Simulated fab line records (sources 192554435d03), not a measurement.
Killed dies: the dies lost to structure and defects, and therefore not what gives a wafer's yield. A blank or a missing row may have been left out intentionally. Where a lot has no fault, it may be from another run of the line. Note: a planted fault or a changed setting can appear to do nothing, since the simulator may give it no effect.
fab line records | flow n5Finfet
record: lots: 7 wafers: 39
route steps=1938 shown BEOL_M5@1160 BEOL_M7@1302 BEOL_M8@1348 BEOL_M10@1524 BEOL_M14@1770
startH: the number of hours between the record's first day and the start of the first shown wafer of the lot | waitH: hours from the lot's prior step to this one | " identical to the entry in the row above | L1.1+2: one row covering several wafers at once | - no value present, or no start provided | * or withheld: withheld | < > ~ a bound
route shown NAME@n: a module of which the file shows steps, and the number in the route of the first | usual: the fault-free wafers' mean and standard deviation | same: alike in all rows | chamber/n: place in a boat | sites: readings site by site | _std_site: the standard deviation of these | _edge_site: inner sites' mean taken away from outer sites' mean | radiusMm: how far each site lies from the wafer's centre | mask NAME#n: copy n | behind: tool/chamber where the wafer was last shaped | hold: cause of the lot's hold/its duration in hours/its outcome | device: transistor that didn't switch, given as n, p or np | end of line: the same wafers' tests at the end of the route | for a step that has no rows: nothing shown but its recipe | killed: dies that structure and defects cost at the first sort, which is not the same as the wafer's yield | map: a wafer's dies, marking killed ones x, the rest . and places with no die _
set.NAME: setting as actually run; set.NAME@STEP: the setting as run at that earlier step | model.NAME: the simulator's own value behind a step, which no gauge read
lots where settings were altered on purpose, with a table for each step and a row for each wafer
== steps ==
step: N5_BEOL_M5_TRENCH_ETCH_37
recipe: chemistry: C4F6/O2 targetDepthA: 716.52 target: SiCOH_lowk timeS: 24.7 ionEnergyEv: 250 pressureMtorr: 30 sourceW: 345 biasW: 185 Ar_flow_sccm: 300 C4F6_flow_sccm: 10 O2_flow_sccm: 10
columns lot.wafer tool chamber startH waitH set.targetDepthA model.BEOL_M5.featureDepthNm model.etch.depthNm model.TiN_of_BEOL_M5_HM_DEP_02.thkNm
L075.1 rieDiel-02 2 - - 716.52 71.2 71.13 18.4
L075.2 " 0 " " 897.4 90.6 90.61 17.4
L075.3 " 3 " " 716.52 72.6 72.64 18.2
L075.4 " 1 " " 897.4 89.6 89.53 18
L075.5 " 2 " " 716.52 71.6 71.67 18.2
L075.6 " 1 " " 897.4 89.4 89.35 17.6
L085.1 rieDiel-02 1 - - 716.52 70.8 70.82 17.8
L085.2 " 3 " " 1114 110.8 110.7 16.8
L085.3 " 2 " " 1114 111 110.9 16.6
L085.4 " 0 " " 1114 111.8 111.8 16.4
L085.5 " 1 " " 716.52 71.4 71.43 17.6
L085.6 " 2 " " 716.52 70.8 70.85 17.8
L084.1 rieDiel-03 3 - - 716.52 70.8 70.74 17.8
L084.2 " 0 " " 716.52 70.8 70.81 17.8
L084.3 " 2 " " 716.52 72 71.9 17.6
L084.4 " 2 " " 716.52 72.8 72.73 17.6
L084.5 " 0 " " 716.52 70.6 70.57 17.6
L084.6 " 3 " " 716.52 71 70.97 17.6
L087.1+6 rieDiel-06 1,3 - - 332.9 33.4 33.32 18.8
L087.2 " 3 " " 716.52 72.2 72.11 17.6
L087.3 " 0 " " 332.9 34.2 34.11 18.6
L087.4 " 2 " " 716.52 72 72.04 17.6
L087.5 " 0 " " 716.52 72.2 72.12 17.4
L091.1 rieDiel-02 3 - - 716.52 71 70.93 17.8
L091.4 " 2 " " 716.52 71.8 71.75 17.8
L091.5 " 3 " " 716.52 71.2 71.24 18
L094.1 rieDiel-03 2 - - 716.52 72.8 72.75 17.8
L094.2 " 3 " " 716.52 72 71.98 18
L094.3 " 0 " " 716.52 70.8 70.77 17.8
L094.4 " 1 " " 716.52 73.8 73.77 17.6
L094.5 " 2 " " 716.52 72.8 72.76 17.8
L094.6 " 3 " " 716.52 72 71.9 17.8
L095.1 rieDiel-02 1 - - 716.52 71.2 71.25 17.6
L095.2 " 2 " " 716.52 71.2 71.25 17.8
L095.3 " 0 " " 716.52 72 72.06 17.8
L095.4 " 3 " " 716.52 70.8 70.82 17.6
L095.5 " 0 " " 716.52 71.2 71.12 17.8
L095.6 " 1 " " 716.52 70.8 70.88 18
step: N5_BEOL_M5_ETCH_41
recipe: chemistry: CH3F/O2 target: SiCN targetDepthA: 315 taperDeg: 2 timeS: 56.7 ionEnergyEv: 120 maskMaterial: TiN pressureMtorr: 30 sourceW: 395 biasW: 75 Ar_flow_sccm: 150 CH3F_flow_sccm: 30 O2_flow_sccm: 20
step: N5_BEOL_M5_STRIP_91
recipe: chemistry: N2/H2 timeS: 10 powerW: 450 tempC: 40 pressureMtorr: 20 rfFrequencyHz: 6e+07 biasPowerW: 7 n2FlowSccm: 200 h2FlowSccm: 200
step: N5_BEOL_M5_OCD_MEAS_38
usual: trenchDepthNm: 71.6/0.99
columns lot.wafer tool chamber startH waitH set.targetDepthA@BEOL_M5_TRENCH_ETCH_37 trenchDepthNm
L075.1 ocd-02 - 204.75 - 716.52 70.7
L075.2 " - " " 897.4 90.9
L075.3 " - " " 716.52 72.7
L075.4 " - " " 897.4 89.6
L075.5 " - " " 716.52 72.2
L075.6 " - " " 897.4 88.9
L085.1 ocd-02 - 262.28 - 716.52 70.6
L085.2 " - " " 1114 110.9
L085.3 " - " " 1114 111.9
L085.4 " - " " 1114 111.9
L085.5 " - " " 716.52 71.5
L085.6 " - " " 716.52 70.7
L084.1 ocd-01 - 289.94 - 716.52 70.9
L084.2 " - " " 716.52 70.8
L084.3 " - " " 716.52 71.9
L084.4 " - " " 716.52 72.6
L084.5 " - " " 716.52 70.1
L084.6 " - " " 716.52 71.2
L087.1 ocd-02 - 312.74 - 332.9 33.9
L087.2 " - " " 716.52 71.7
L087.3 " - " " 332.9 34.2
L087.4 " - " " 716.52 71.8
L087.5 " - " " 716.52 71.9
L087.6 " - " " 332.9 33.5
L091.1 ocd-01 - 341.10 - 716.52 71.2
L091.4 " - " " 716.52 71.9
L091.5 " - " " 716.52 71.1
L094.1 ocd-01 - 341.15 - 716.52 72.7
L094.2 " - " " 716.52 71.7
L094.3 " - " " 716.52 70.4
L094.4 " - " " 716.52 74.2
L094.5 " - " " 716.52 72.9
L094.6 " - " " 716.52 71.8
L095.1 ocd-01 - 356.32 - 716.52 70.8
L095.2 " - " " 716.52 71.8
L095.3 " - " " 716.52 71.6
L095.4 " - " " 716.52 70.9
L095.5 " - " " 716.52 70.9
L095.6 " - " " 716.52 70.5
step: N5_BEOL_M5_HM_STRIP_39
recipe: chemistry: peroxideTinStrip material: TiN targetDepthA: 250 tempC: 50 timeS: 158
step: N5_BEOL_M5_SRD_40
recipe: timeS: 30 tempC: 23 rinseLiquid: diw dry: ipaMarangoni
step: N5_BEOL_M5_ECD_50
recipe: material: Cu targetThkA: 3000
step: N5_BEOL_M5_ANNEAL_51
recipe: tempC: 225 timeS: 90 ambient: N2
step: N5_BEOL_M5_CMP_52
recipe: stopOn: SiCOH_lowk tOverpolishS: 6.9 downForcePsi: 1 platenRpm: 50 clearingPlatenDownForcePsi: 1.5 clearingPlatenRpm: 50 postCmpClean: cuAlkaline targetThkNm: 62 clearingPlatenPadVelocityMS: 0.99484 padVelocityMS: 0.99484
columns lot.wafer tool chamber startH waitH set.targetDepthA@BEOL_M5_TRENCH_ETCH_37 model.Cu_of_BEOL_M5_ECD_50.thkNm
L075.2+4 cmp-03 3,2 211.09 0.2 897.4 79.8
L075.1 " 0 " " 716.52 61.4
L075.3 " 1 " " 716.52 63.6
L075.6 " 3 " " 897.4 78.8
L075.5 " 0 " " 716.52 60.6
L085.4 cmp-03 0 268.48 0.1 1114 101.8
L085.1 " 1 " " 716.52 61.2
L085.3 " 2 " " 1114 102
L085.2 " 3 " " 1114 101.4
L085.5+6 " 0,1 " " 716.52 61.4
L084.4 cmp-03 2 296.31 0.1 716.52 65.6
L084.2+1 " 3,1 " " 716.52 63.2
L084.3 " 0 " " 716.52 62.4
L084.5 " 2 " " 716.52 63.4
L084.6 " 3 " " 716.52 62.2
L087.1 cmp-04 3 318.75 0.3 332.9 24.8
L087.2 " 0 " " 716.52 62.2
L087.4 " 1 " " 716.52 61.8
L087.3 " 2 " " 332.9 24.2
L087.6 " 3 " " 332.9 24.4
L087.5 " 0 " " 716.52 62.6
L091.4 cmp-04 1 347.38 0.2 716.52 61.4
L091.1 " 3 " " 716.52 61.2
L091.5 " 1 " " 716.52 58.2
L094.4 cmp-01 0 348.23 0.3 716.52 63.6
L094.3 " 1 " " 716.52 61.4
L094.1 " 2 " " 716.52 62.8
L094.2 " 3 " " 716.52 61.2
L094.5 " 0 " " 716.52 64
L094.6 " 1 " " 716.52 62.2
L095.4 cmp-04 1 362.70 0.1 716.52 61.4
L095.2+6 " 2 " " 716.52 60.6
L095.1 " 3 " " 716.52 61.6
L095.3 " 0 " " 716.52 62.4
L095.5 " 1 " " 716.52 61
step: N5_BEOL_M5_THK_MEAS_53
recipe: thkMeasGauge: xrf reads: Cu_of_BEOL_M5_ECD_50
usual: M5_THK: 60.9/1.3
columns lot.wafer tool chamber startH waitH set.targetDepthA@BEOL_M5_TRENCH_ETCH_37 M5_THK[nm]
L075.1 filmMetro-01 - 211.39 - 716.52 60.6
L075.2 " - " " 897.4 78.9
L075.3 " - " " 716.52 63.0
L075.4 " - " " 897.4 78.8
L075.5 " - " " 716.52 60.1
L075.6 " - " " 897.4 78.0
L085.1 filmMetro-02 - 268.77 - 716.52 60.4
L085.2 " - " " 1114 100.0
L085.3 " - " " 1114 100.0
L085.4 " - " " 1114 100.2
L085.5 " - " " 716.52 60.6
L085.6 " - " " 716.52 60.5
L084.1 filmMetro-01 - 296.61 - 716.52 62.1
L084.2 " - " " 716.52 62.1
L084.3 " - " " 716.52 61.4
L084.4 " - " " 716.52 64.4
L084.5 " - " " 716.52 62.1
L084.6 " - " " 716.52 60.7
L087.1 filmMetro-01 - 319.04 - 332.9 24.9
L087.2 " - " " 716.52 62.3
L087.3 " - " " 332.9 24.4
L087.4 " - " " 716.52 62.2
L087.5 " - " " 716.52 62.9
L087.6 " - " " 332.9 24.6
L091.1 filmMetro-02 - 347.64 - 716.52 61.0
L091.4 " - " " 716.52 61.4
L091.5 " - " " 716.52 58.1
L094.1 filmMetro-01 - 348.52 - 716.52 61.5
L094.2 " - " " 716.52 60.1
L094.3 " - " " 716.52 60.3
L094.4 " - " " 716.52 62.3
L094.5 " - " " 716.52 62.8
L094.6 " - " " 716.52 61.0
L095.1 filmMetro-02 - 363.00 - 716.52 60.5
L095.2 " - " " 716.52 59.4
L095.3 " - " " 716.52 61.2
L095.4 " - " " 716.52 60.2
L095.5 " - " " 716.52 59.7
L095.6 " - " " 716.52 59.4
step: N5_BEOL_M5_PRE_CLEAN_77
recipe: gas: NH3/H2 timeS: 15 tempC: * rfPowerW: 300
step: N5_BEOL_M5_CO_CAP_78
recipe: material: Co targetThkA: 20 tempC: 200 precursor: CCTBA/H2 pressureTorr: 30 timeS: 102.1
step: N5_BEOL_M5_PRE_CLEAN_55
recipe: gas: NH3 timeS: 15 tempC: withheld rfPowerW: 300
step: N5_BEOL_M5_DEP_56
recipe: material: SiCN targetThkA: 80 tempC: withheld precursor: 3MS/NH3 pressureTorr: 3 rfW: 202 timeS: 14
step: N5_BEOL_M5_RS_MEAS_57
recipe: thkMeasGauge: four-point-probe reads: Co_of_BEOL_M5_CO_CAP_78+Cu_of_BEOL_M5_ECD_50+Co_of_BEOL_M5_CVD_47+TaN_of_BEOL_M5_ALD_86
usual: M5_RS: 0.389/0.01
columns lot.wafer tool chamber startH waitH set.targetDepthA@BEOL_M5_TRENCH_ETCH_37 M5_RS[ohm/sq]
L075.1 filmMetro-02 - 211.68 0.1 716.52 0.390
L075.2 " - " " 897.4 0.285
L075.3 " - " " 716.52 0.374
L075.4 " - " " 897.4 0.285
L075.5 " - " " 716.52 0.397
L075.6 " - " " 897.4 0.290
L085.1 filmMetro-01 - 269.03 0.0 716.52 0.392
L085.2 " - " " 1114 0.217
L085.3 " - " " 1114 0.215
L085.4 " - " " 1114 0.216
L085.5 " - " " 716.52 0.390
L085.6 " - " " 716.52 0.392
L084.1 filmMetro-02 - 297.00 0.1 716.52 0.377
L084.2 " - " " 716.52 0.377
L084.3 " - " " 716.52 0.384
L084.4 " - " " 716.52 0.360
L084.5 " - " " 716.52 0.376
L084.6 " - " " 716.52 0.385
L087.1 filmMetro-02 - 319.30 0.0 332.9 1.251
L087.2 " - " " 716.52 0.384
L087.3 " - " " 332.9 1.295
L087.4 " - " " 716.52 0.387
L087.5 " - " " 716.52 0.382
L087.6 " - " " 332.9 1.280
L091.1 filmMetro-01 - 347.95 0.0 716.52 0.393
L091.4 " - " " 716.52 0.391
L091.5 " - " " 716.52 0.416
L094.1 filmMetro-01 - 349.07 0.0 716.52 0.380
L094.2 " - " " 716.52 0.392
L094.3 " - " " 716.52 0.392
L094.4 " - " " 716.52 0.376
L094.5 " - " " 716.52 0.373
L094.6 " - " " 716.52 0.385
L095.1 filmMetro-02 - 363.26 0.0 716.52 0.388
L095.2 " - " " 716.52 0.398
L095.3 " - " " 716.52 0.382
L095.4 " - " " 716.52 0.391
L095.5 " - " " 716.52 0.394
L095.6 " - " " 716.52 0.397
step: N5_BEOL_M7_ETCH_66
recipe: chemistry: N2/H2 target: SOC targetDepthA: 800 overetchA: 160 maskMaterial: SiARC tempC: 40 timeS: 120 ionEnergyEv: 200 pressureMtorr: 30 sourceW: 840 biasW: 150 n2FlowSccm: 200 h2FlowSccm: 200
columns lot.wafer tool chamber startH waitH set.targetDepthA model.SiARC_of_BEOL_M7_COAT_64.thkNm model.BEOL_M7.cdNm
L075.1+3+6 rieDiel-02 0,2,0 228.81 0.0 800 6.4 40.2
L075.2+4 " 3 " " 960.4 5.4 40.4
L075.5 " 2 " " 960.4 5.4 40.6
L085.1+3 rieDiel-03 0,3 281.87 0.0 800 6.6 40
L085.2 " 2 " " 800 6.4 40.4
L085.4 " 2 " " 434 8.6 39.4
L085.5+6 " 3,0 " " 434 8.6 39.2
L084.1 rieDiel-03 1 312.44 0.0 1240 3.4 41.2
L084.2 " 0 " " 800 6.6 39.8
L084.3 " 2 " " 800 6.4 40
L084.4 " 3 " " 1240 4 41
L084.5 " 3 " " 1240 4 40.8
L084.6 " 0 " " 800 6.6 39.6
L087.1 rieDiel-02 1 333.44 0.0 800 6.6 40.2
L087.2 " 2 " " 800 6.4 40.2
L087.3 " 0 " " 800 6.4 40
L087.4+5 " 3,0 " " 534.7 8 39.2
L087.6 " 1 " " 534.7 8 39.4
L094.1+5 rieDiel-06 2 365.20 0.0 800 6.4 40
L094.2+4+6 " 3,0,3 " " 800 6.4 40.2
L094.3 " 0 " " 800 6.4 39.8
L091.1 rieDiel-03 0 365.42 0.0 800 6.6 39.8
L091.4 " 3 " " 800 6.4 40
L091.5 " 0 " " 800 6.6 40
L095.1+4 rieDiel-06 2 375.66 0.0 1084 4.6 40.6
L095.2+5 " 0,3 " " 800 6.4 40
L095.3 " 3 " " 1084 4.8 40.8
L095.6 " 0 " " 800 6.4 40.2
step: N5_BEOL_M7_STRIP_69
recipe: chemistry: N2/H2 tempC: 40 n2FlowSccm: 200 h2FlowSccm: 200 rfFrequencyHz: 6e+07
step: N5_BEOL_M7_STRIP_73
recipe: chemistry: N2/H2 tempC: 40 n2FlowSccm: 200 h2FlowSccm: 200 rfFrequencyHz: 6e+07
step: N5_BEOL_M7_VIA_ETCH_34
recipe: chemistry: C4F6/O2 target: SiCOH_lowk targetDepthA: 1255 maskMaterial: SOC taperDeg: 4 timeS: 50.5 ionEnergyEv: 250 pressureMtorr: 30 sourceW: 345 biasW: 185 Ar_flow_sccm: 300 C4F6_flow_sccm: 10 O2_flow_sccm: 10
columns lot.wafer tool chamber startH waitH set.targetDepthA@BEOL_M7_ETCH_66 model.BEOL_M7.cdNm
L075.1 rieDiel-02 0 228.91 0.0 800 40
L075.2+4 " 3 " " 960.4 40.4
L075.3+6 " 2,0 " " 800 40.2
L075.5 " 2 " " 960.4 40.6
L085.1+3 rieDiel-03 0,3 281.97 0.0 800 40
L085.2 " 2 " " 800 40.6
L085.4 " 2 " " 434 39.6
L085.5 " 3 " " 434 39.4
L085.6 " 0 " " 434 39.2
L084.1+4 rieDiel-03 1,3 312.54 0.0 1240 41.2
L084.2+3 " 0,2 " " 800 40
L084.5 " 3 " " 1240 41
L084.6 " 0 " " 800 39.6
L087.1+3 rieDiel-02 1,0 333.54 0.0 800 40
L087.2 " 2 " " 800 40.2
L087.4+6 " 3,1 " " 534.7 39.2
L087.5 " 0 " " 534.7 39
L094.1+2+4+6 rieDiel-06 2,3,0,3 365.30 0.0 800 40.2
L094.3+5 " 0,2 " " 800 40
L091.1+4+5 rieDiel-03 0,3,0 365.52 0.0 800 40
L095.1+4 rieDiel-06 2 375.76 0.0 1084 40.6
L095.2+5 " 0,3 " " 800 40
L095.3 " 3 " " 1084 40.8
L095.6 " 0 " " 800 40.2
step: N5_BEOL_M8_DESCUM_16
recipe: chemistry: O2 timeS: 7.9 sourcePowerW: 50 biasPowerW: 20 pressureMtorr: 20 rfFrequencyHz: 2.712e+07 tempC: 40 resist: CAR-ArF o2FlowSccm: 225
columns lot.wafer tool chamber startH waitH set.timeS model.CAR-ArF_of_BEOL_M8_COAT_05.thkNm
L075.1 rieDiel-01 2 234.00 0.0 7.9 83.4
L075.2+3+4 " 1,3,0 " " 7.9 83.2
L075.5+6 " 0,3 " " 7.9 83.6
L085.1+3+4 rieDiel-05 3,1,2 287.01 0.0 10.16 82.2
L085.2+6 " 0,1 " " 7.9 83.6
L085.5 " 0 " " 7.9 83.4
L084.1+2 rieDiel-01 0,3 320.06 0.1 7.9 83.4
L084.3+4+5+6 " 2,1,1,2 " " 7.9 83.6
L087.1+4 rieDiel-05 3,1 337.70 0.0 5.86 84.8
L087.2 " 0 " " 7.9 83.4
L087.3 " 2 " " 5.86 85
L087.5+6 " 1,2 " " 7.9 83.8
L094.1 rieDiel-05 0 370.84 0.4 12.61 80.8
L094.2 " 1 " " 12.61 80.4
L094.3+5 " 3,0 " " 7.9 83.2
L094.4 " 3 " " 7.9 83.4
L094.6 " 1 " " 12.61 80.6
L091.1+5 rieDiel-01 3,1 370.89 0.1 7.9 83.6
L091.4 " 0 " " 7.9 83.8
L095.1 rieDiel-05 0 384.90 0.4 7.9 84.2
L095.2+3 " 2,1 " " 10.92 82
L095.4+6 " 3,0 " " 7.9 84
L095.5 " 3 " " 10.92 82.2
step: N5_BEOL_M8_ETCH_61
recipe: chemistry: CF4 target: SiARC targetDepthA: 455 maskMaterial: CAR-ArF timeS: 75.8 ionEnergyEv: 80 pressureMtorr: 40 sourceW: 545 biasW: 36 Ar_flow_sccm: 100 cf4FlowSccm: 100 ends: cleared
columns lot.wafer tool chamber startH waitH set.timeS@BEOL_M8_DESCUM_16 model.CAR-ArF_of_BEOL_M8_COAT_05.thkNm
L075.1+6 rieDiel-01 2,3 234.03 0.0 7.9 50.8
L075.2+3+4 " 1,3,0 " " 7.9 50.6
L075.5 " 0 " " 7.9 51
L085.1 rieDiel-05 3 287.05 0.0 10.16 49.8
L085.2 " 0 " " 7.9 51
L085.3+4 " 1,2 " " 10.16 49.6
L085.5+6 " 0,1 " " 7.9 50.8
L084.1+2+4 rieDiel-01 0,3,1 320.10 0.0 7.9 50.6
L084.3+5 " 2,1 " " 7.9 50.8
L084.6 " 2 " " 7.9 51
L087.1+4 rieDiel-05 3,1 337.73 0.0 5.86 52.2
L087.2 " 0 " " 7.9 50.8
L087.3 " 2 " " 5.86 52.4
L087.5 " 1 " " 7.9 51.2
L087.6 " 2 " " 7.9 51
L094.1 rieDiel-05 0 370.87 0.0 12.61 48.2
L094.2 " 1 " " 12.61 47.6
L094.3+4 " 3 " " 7.9 50.6
L094.5 " 0 " " 7.9 50.4
L094.6 " 1 " " 12.61 47.8
L091.1+5 rieDiel-01 3,1 370.92 0.0 7.9 51
L091.4 " 0 " " 7.9 51.2
L095.1 rieDiel-05 0 384.94 0.0 7.9 51.6
L095.2+5 " 2,3 " " 10.92 49.4
L095.3 " 1 " " 10.92 49.2
L095.4+6 " 3,0 " " 7.9 51.2
step: N5_BEOL_M10_ALD_74
recipe: material: TaN targetThkA: 20 tempC: 275 aldPrecursorFamily: PDMAT aldCoReactant: NH3 pressureTorr: 3 carrierFlowSccm: 1500 pulseTimeS: 2 purgeTimeS: 3 coReactantPurgeTimeS: 2 coReactantPulseTimeS: 3 aldCycles: 40 precursorVesselTempC: 75 precursorVesselPressureTorr: 26.25 precursorVesselCarrierSccm: 1000
columns lot.wafer tool chamber startH waitH set.aldCycles model.TaN_of_BEOL_M10_ALD_74.thkNm
L075.1+3+4 aldMetal-03 0,3,1 259.17 0.0 63 3.2
L075.2+5+6 " 2,0,1 " " 40 2
L085.1+4+5 aldMetal-03 2,0,0 308.37 0.0 40 2
L085.2+3+6 " 3,1,3 " " 22 1
L084.1+4+6 aldMetal-01 1,2,3 341.57 0.0 57 2.8
L084.2+3+5 " 0,3,0 " " 40 2
L087.1+5+6 aldMetal-02 1,0,3 362.00 0.1 53 2.6
L087.2+3+4 " 0,2,3 " " 40 2
L091.1+4+5 aldMetal-02 1,3,2 391.31 0.0 40 2
L094.1+5+6 aldMetal-02 1,3,0 393.26 0.3 40 2
L094.2+3+4 " 0,2,3 " " 59 3
L095.1+2+3+4+5+6 aldMetal-03 1,2,3,0,3,2 403.07 0.0 40 2
step: N5_BEOL_M14_DEP_53
recipe: material: SiCN targetThkA: 500 tempC: withheld precursor: 3MS/NH3 pressureTorr: 3 rfW: 675 timeS: 17.8
columns lot.wafer tool chamber startH waitH set.timeS model.SiCN_of_BEOL_M14_DEP_53.thkNm
L075.1 pecvd-02 2 285.50 0.0 17.8 50
L075.2 " 1 " " 21.86 61
L075.3 " 2 " " 21.86 62
L075.4 " 1 " " 17.8 50.4
L075.5 " 2 " " 21.86 61.6
L075.6 " 1 " " 17.8 50.6
L085.1 pecvd-03 1 332.31 0.0 21.04 58.2
L085.2 " 2 " " 21.04 57.8
L085.3 " 0 " " 17.8 50
L085.4 " 2 " " 17.8 50.4
L085.5 " 0 " " 17.8 50.2
L085.6 " 1 " " 21.04 59
L084.1+3 pecvd-04 2,0 371.66 0.0 10.99 31.6
L084.2 " 1 " " 17.8 50
L084.4 " 0 " " 17.8 51
L084.5 " 1 " " 17.8 50.8
L084.6 " 2 " " 10.99 32
L087.1 pecvd-03 1 394.42 0.0 17.8 49.4
L087.2 " 0 " " 17.8 49.6
L087.3 " 2 " " 12.89 36.2
L087.4+6 " 1,0 " " 12.89 36.4
L087.5 " 2 " " 17.8 50.2
L091.1 pecvd-02 0 422.26 0.0 17.8 50.2
L091.4 " 2 " " 17.8 51
L091.5 " 0 " " 17.8 51.2
L094.1+2+5 pecvd-02 2,1,1 422.73 0.0 21.36 59.8
L094.3 " 0 " " 17.8 50
L094.4 " 2 " " 17.8 51.2
L094.6 " 0 " " 17.8 50.6
L095.1 pecvd-02 0 431.41 0.0 17.8 50.4
L095.2+3 " 2,1 " " 17.8 50.2
L095.4+6 " 2,0 " " 17.8 50.6
L095.5 " 1 " " 17.8 50.8
== key ==
split: step: N5_BEOL_M5_TRENCH_ETCH_37 setting: targetDepthA stated: 716.52 by: wafer
response: step: N5_BEOL_M5_TRENCH_ETCH_37 reading: model.BEOL_M5.featureDepthNm change: +0.721 per: 1% r: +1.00
response: step: N5_BEOL_M5_TRENCH_ETCH_37 reading: model.etch.depthNm change: +0.721 per: 1% r: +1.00
response: step: N5_BEOL_M5_TRENCH_ETCH_37 reading: model.TiN_of_BEOL_M5_HM_DEP_02.thkNm change: -0.0216 per: 1% r: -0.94
response: step: N5_BEOL_M5_OCD_MEAS_38 reading: trenchDepthNm change: +0.72 per: 1% r: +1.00
response: step: N5_BEOL_M5_CMP_52 reading: model.Cu_of_BEOL_M5_ECD_50.thkNm change: +0.715 per: 1% r: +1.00
response: step: N5_BEOL_M5_THK_MEAS_53 reading: M5_THK change: +0.708 per: 1% r: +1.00
response: step: N5_BEOL_M5_RS_MEAS_57 reading: M5_RS shape: bent atLowest: 1.276 atStated: 0.386 atHighest: 0.216
split: step: N5_BEOL_M7_ETCH_66 setting: targetDepthA stated: 800 by: wafer
response: step: N5_BEOL_M7_ETCH_66 reading: model.SiARC_of_BEOL_M7_COAT_64.thkNm change: -0.0479 per: 1% r: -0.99
response: step: N5_BEOL_M7_ETCH_66 reading: model.BEOL_M7.cdNm change: +0.0204 per: 1% r: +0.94
response: step: N5_BEOL_M7_VIA_ETCH_34 reading: model.BEOL_M7.cdNm change: +0.021 per: 1% r: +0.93
split: step: N5_BEOL_M8_DESCUM_16 setting: timeS stated: 7.9 by: wafer
response: step: N5_BEOL_M8_DESCUM_16 reading: model.CAR-ArF_of_BEOL_M8_COAT_05.thkNm change: -0.0468 per: 1% r: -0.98
response: step: N5_BEOL_M8_ETCH_61 reading: model.CAR-ArF_of_BEOL_M8_COAT_05.thkNm change: -0.0465 per: 1% r: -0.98
split: step: N5_BEOL_M10_ALD_74 setting: aldCycles stated: 40 by: wafer
response: step: N5_BEOL_M10_ALD_74 reading: model.TaN_of_BEOL_M10_ALD_74.thkNm change: +0.0206 per: 1% r: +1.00
split: step: N5_BEOL_M14_DEP_53 setting: timeS stated: 17.8 by: wafer
response: step: N5_BEOL_M14_DEP_53 reading: model.SiCN_of_BEOL_M14_DEP_53.thkNm change: +0.483 per: 1% r: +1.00
